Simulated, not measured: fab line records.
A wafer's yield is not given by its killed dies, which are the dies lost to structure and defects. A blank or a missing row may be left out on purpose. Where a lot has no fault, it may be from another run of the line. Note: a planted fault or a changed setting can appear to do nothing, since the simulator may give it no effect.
Which tool did it? | flow nand_harc | 40 wafers from 14 lots sampled at 5 of the route's 1302 steps

## WHAT EACH GAUGE READ, for each wafer
NHARC_END_SORT_01.
lot  | measured     | on        | killed_at_array | killed_at_other | killed_at_periphery | killed_dies | killed_open | killed_short
L502 | day 31 14:19 | prober-02 | 65              | 0               | 6                   | 71          | 1           | 5

## EACH LOT AND THE TOOL THAT RAN IT (in order: tool; ch and the chambers of the sampled wafers; start)
lot  | NHARC_A_STAIRCASE_ETCH_315                    | NHARC_A_STAIRCASE_ALD_415        | NHARC_A_STAIRCASE_ALD_420        | NHARC_A_STAIRCASE_DEP_325
L490 | rie_diel-13 ch 1,2,3, day 17 17:40 or earlier | ald_hk-04 ch 0,1,3, day 17 17:40 | ald_hk-04 ch 0,1,3, day 17 22:59 | pecvd-03 ch 0,1, day 18 22:51
L489 | rie_diel-11 ch 0,1, day 17 18:55 or earlier   | ald_hk-04 ch 2,3, day 17 18:55   | ald_hk-01 ch 0,1,3, day 17 22:33 | pecvd-01 ch 1,2, day 18 22:51
L491 | rie_diel-08 ch 0,2,3, day 17 19:44 or earlier | ald_hk-01 ch 1,2,3, day 17 19:44 | ald_hk-04 ch 0,1,2, day 18 00:45 | pecvd-02 ch 0,1,2, day 18 22:46
L492 | rie_diel-13 ch 0,1,2, day 18 07:35 or earlier | ald_hk-03 ch 0,1,2, day 18 07:35 | ald_hk-01 ch 1,3, day 18 12:20   | pecvd-02 ch 0,1,2, day 19 12:34
L493 | rie_diel-08 ch 0,1,3, day 19 03:14 or earlier | ald_hk-01 ch 0,2,3, day 19 03:14 | ald_hk-03 ch 0,1,2, day 19 08:02 | pecvd-02 ch 1,2, day 20 07:26
L494 | rie_diel-13 ch 0,1,3, day 19 12:47 or earlier | ald_hk-01 ch 0,1,3, day 19 12:47 | ald_hk-01 ch 1,2,3, day 19 18:03 | pecvd-02 ch 0,1,2, day 20 20:43
L497 | rie_diel-08 ch 0,1,3, day 20 02:06 or earlier | ald_hk-03 ch 0,1,3, day 20 02:06 | ald_hk-03 ch 0,1,3, day 20 07:07 | pecvd-01 ch 0,1, day 21 09:35
L495 | rie_diel-11 ch 0,3, day 20 02:55 or earlier   | ald_hk-01 ch 0,1,2, day 20 02:55 | ald_hk-04 ch 0,2,3, day 20 06:58 | pecvd-03 ch 0,1, day 21 09:28
L500 | rie_diel-13 ch 0,1,2, day 21 12:30 or earlier | ald_hk-04 ch 2,3, day 21 12:30   | ald_hk-01 ch 0,1, day 21 17:16   | pecvd-03 ch 0,1, day 22 16:11
L499 | rie_diel-13 ch 0,1,3, day 21 16:44 or earlier | ald_hk-04 ch 0,1,3, day 21 16:44 | ald_hk-01 ch 0,2,3, day 21 21:37 | pecvd-03 ch 1,2, day 23 00:54
L501 | rie_diel-13 ch 1,2,3, day 22 12:49 or earlier | ald_hk-03 ch 0,2,3, day 22 12:49 | ald_hk-04 ch 1,2,3, day 22 18:10 | pecvd-02 ch 0,2, day 23 18:21
L502 | rie_diel-08 ch 3, day 23 05:23 or earlier     | ald_hk-01 ch 2, day 23 05:23     | ald_hk-01 ch 1, day 23 15:14     | pecvd-02 ch 1, day 24 18:32
L506 | rie_diel-08 ch 0,3, day 23 12:26 or earlier   | ald_hk-01 ch 0,1,3, day 23 12:26 | ald_hk-01 ch 2,3, day 23 17:54   | pecvd-02 ch 1,2, day 24 19:00
L512 | rie_diel-13 ch 0,3, day 26 17:50 or earlier   | ald_hk-03 ch 0,3, day 26 17:50   | ald_hk-01 ch 1,2, day 26 22:48   | pecvd-01 ch 0,1,2, day 27 23:44
- NHARC_A_STAIRCASE_ETCH_315: etches the open film in C4F8/O2/Ar, target depth 2500 nm, time 607.1 s.
- NHARC_A_STAIRCASE_ALD_415: deposits SiO2, target thk 30 nm, pulse time 6 s, ald cycles 300.
- NHARC_A_STAIRCASE_ALD_420: deposits SiO2, target thk 20 nm, pulse time 6 s, ald cycles 200.
- NHARC_A_STAIRCASE_DEP_325: deposits SiO2, target thk 7200 nm.

## AS READ BY THE TOOLS THEMSELVES (means over the sampled wafers that have a number; for cases with no such wafer, the mark the record gives instead)
NHARC_A_STAIRCASE_ETCH_315.
lot  | tool        | bias_w (W) | oes_product_au (a.u.) | rf_vpp_V (V)
L490 | rie_diel-13 | 3001       | 0.934                 | 1830
L489 | rie_diel-11 | 2998       | 0.926                 | 1814
L491 | rie_diel-08 | 2997       | 0.930                 | 1840
L492 | rie_diel-13 | 3001       | 0.934                 | 1827
L493 | rie_diel-08 | 3003       | 0.929                 | 1836
L494 | rie_diel-13 | 3002       | 0.923                 | 1822
L497 | rie_diel-08 | 3002       | 0.928                 | 1836
L495 | rie_diel-11 | 3004       | 0.943                 | 1823
L500 | rie_diel-13 | 3003       | 0.934                 | 1827
L499 | rie_diel-13 | 2996       | 0.927                 | 1821
L501 | rie_diel-13 | 2995       | 0.934                 | 1829
L502 | rie_diel-08 | 3001       | 0.917                 | 1842
L506 | rie_diel-08 | 2999       | 0.928                 | 1843
L512 | rie_diel-13 | 2994       | 0.926                 | 1825

NHARC_A_STAIRCASE_ALD_415.
lot  | tool      | heater_power_w (W) | precursor_pulse_height_rel
L490 | ald_hk-04 | 467                | 1.017
L489 | ald_hk-04 | 508                | 0.998
L491 | ald_hk-01 | 486                | 1.020
L492 | ald_hk-03 | 493                | 0.993
L493 | ald_hk-01 | 476                | 0.979
L494 | ald_hk-01 | 429                | 0.999
L497 | ald_hk-03 | 445                | 1.010
L495 | ald_hk-01 | 473                | 1.008
L500 | ald_hk-04 | 508                | 1.009
L499 | ald_hk-04 | 454                | 1.003
L501 | ald_hk-03 | 463                | 0.980
L502 | ald_hk-01 | 536                | 0.989
L506 | ald_hk-01 | 434                | 1.016
L512 | ald_hk-03 | 409                | 1.015

NHARC_A_STAIRCASE_ALD_420.
lot  | tool      | heater_power_w (W) | precursor_pulse_height_rel
L490 | ald_hk-04 | 465                | 0.991
L489 | ald_hk-01 | 436                | 1.002
L491 | ald_hk-04 | 519                | 1.007
L492 | ald_hk-01 | 438                | 0.988
L493 | ald_hk-03 | 495                | 0.999
L494 | ald_hk-01 | 489                | 1.006
L497 | ald_hk-03 | 441                | 0.983
L495 | ald_hk-04 | 497                | 1.022
L500 | ald_hk-01 | 429                | 1.018
L499 | ald_hk-01 | 477                | 1.007
L501 | ald_hk-04 | 458                | 0.998
L502 | ald_hk-01 | 420                | 1.021
L506 | ald_hk-01 | 516                | 1.011
L512 | ald_hk-01 | 504                | 1.000

NHARC_A_STAIRCASE_DEP_325.
lot  | tool     | heater_power_w (W) | mfc_precursor_sccm (sccm)
L490 | pecvd-03 | 574                | 200.2
L489 | pecvd-01 | 648                | 200.2
L491 | pecvd-02 | 682                | 199.6
L492 | pecvd-02 | 638                | 200.5
L493 | pecvd-02 | 661                | 200.9
L494 | pecvd-02 | 630                | 199.5
L497 | pecvd-01 | 690                | 199.9
L495 | pecvd-03 | 573                | 199.9
L500 | pecvd-03 | 596                | 199.5
L499 | pecvd-03 | 613                | 201.0
L501 | pecvd-02 | 603                | 200.3
L502 | pecvd-02 | 763                | 283.0
L506 | pecvd-02 | 625                | 226.9
L512 | pecvd-01 | 646                | 199.7

## THE ANSWER, worked out from the rows above alone
Rule: the lots themselves supply what counts as usual. The widest of any qualifying gaps counts: lots, ordered by their means at a reading, are off when they make up no more than a third of the lots, leave a main group of 4 or more, and stand apart from it by 3 or more times the standard deviation of that group's means. A main group is skipped when, at the precision printed for the reading in the tables above, its means are all equal. Also off: a lot with no number at a reading for which 4 or more lots have one. Any other lot the step has rows for is counted as sound. Order of review: gauges by route order, followed by the tools' own readings, for which a lot's mean as printed above is used. At the first step where some lot is off, the reading lying furthest off is the one used; lots without a number count as furthest.
Off: L502, L506, at NHARC_A_STAIRCASE_DEP_325 (mfc_precursor_sccm). The main group has a mean of 200.1 sccm with a standard deviation of 0.49.
If a tool, at that step or one of the process steps before it, ran each lot that is off and ran no sound lot following the first of them, it fits. With no start given for some of its lots, NHARC_A_STAIRCASE_ETCH_315 uses the hours and lot order of NHARC_A_STAIRCASE_ALD_415. Can't be told from this: 3 tools fit, rie_diel-08 at NHARC_A_STAIRCASE_ETCH_315, ald_hk-01 at NHARC_A_STAIRCASE_ALD_415, pecvd-02 at NHARC_A_STAIRCASE_DEP_325.

## WHAT THE SIMULATOR PUT IN
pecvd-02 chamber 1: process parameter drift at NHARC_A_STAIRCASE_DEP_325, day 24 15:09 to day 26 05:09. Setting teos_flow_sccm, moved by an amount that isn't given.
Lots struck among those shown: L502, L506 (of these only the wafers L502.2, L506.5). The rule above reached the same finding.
